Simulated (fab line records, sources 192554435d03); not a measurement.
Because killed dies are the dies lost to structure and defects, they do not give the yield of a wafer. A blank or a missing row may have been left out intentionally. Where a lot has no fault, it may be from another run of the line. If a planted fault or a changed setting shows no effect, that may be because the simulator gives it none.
Matching of chambers    flow n5-finfet    rie-diel-04 running N5_BEOL_M10_ETCH_62: 4 sister chambers
The step etches SOC in N2/H2, target depth 110 nm, overetch 22 nm, time 165 s. 18 wafers are shown with their chamber, then 9 later ones without.

## WAFERS WITH THEIR CHAMBER
wafer   chamber  drypump-motor-current-A (A)  showerhead-plenum-p-Torr (Torr)  throttle-valve-pct (%)
L076.1  0        5.9                          2.54                             17.74
L076.2  2        5.7                          2.63                             18.10
L076.4  1        5.4                          2.51                             17.52
L074.2  0        5.9                          2.54                             17.74
L074.3  1        5.4                          2.51                             17.53
L074.4  3        5.0                          2.69                             17.63
L078.3  3        5.0                          2.69                             17.64
L078.5  3        5.0                          2.69                             17.63
L078.6  0        5.9                          2.53                             17.75
L079.1  3        5.0                          2.69                             17.65
L079.2  0        5.9                          2.53                             17.77
L079.6  1        5.4                          2.51                             17.53
L082.4  2        5.7                          2.62                             18.14
L082.5  3        5.0                          2.69                             17.66
L082.6  2        5.6                          2.62                             18.13
L090.3  2        5.7                          2.61                             18.17
L090.4  0        5.9                          2.52                             17.80
L090.6  1        5.4                          2.50                             17.58

SIGNATURES, as means of the wafers listed above
reading                   chamber 0  chamber 1  chamber 2  chamber 3  scatter within a chamber
drypump-motor-current-A   5.900      5.400      5.675      5.000      0.0231
showerhead-plenum-p-Torr  2.5320     2.5075     2.6200     2.6900     0.0063
throttle-valve-pct        17.7600    17.5400    18.1350    17.6420    0.0239
Rule: for a wafer and a chamber, the distance is found by dividing, reading by reading, the gap between the wafer's reading and the chamber's mean by the reading's scatter, squaring, summing and taking the root. The wafer belongs to the nearest chamber; if the next one is less than 2 further off, it can't be placed. The scatter: the root of (the sum of the squares of (reading less its chamber's mean) over the shown wafers, divided by (wafers less chambers)).

## WAFERS WITHOUT THEIR CHAMBER
wafer   drypump-motor-current-A (A)  showerhead-plenum-p-Torr (Torr)  throttle-valve-pct (%)
L089.3  5.0                          2.68                             17.71
L089.5  5.7                          2.61                             18.17
L089.6  5.4                          2.50                             17.57
L094.1  5.4                          2.49                             17.59
L094.2  5.9                          2.52                             17.80
L094.4  4.9                          2.68                             17.72
L093.1  5.7                          2.61                             18.17
L093.2  5.4                          2.49                             17.57
L093.4  5.9                          2.52                             17.81

## THE CHAMBER EACH PASSED THROUGH
wafer   from the rows above  in truth
L089.3  3                    3
L089.5  2                    2
L089.6  1                    1
L094.1  1                    1
L094.2  0                    0
L094.4  3                    3
L093.1  2                    2
L093.2  1                    1
L093.4  0                    0
Correctly placed: 9 of 9. Not placeable from these rows: 0. 0 placed wrongly.
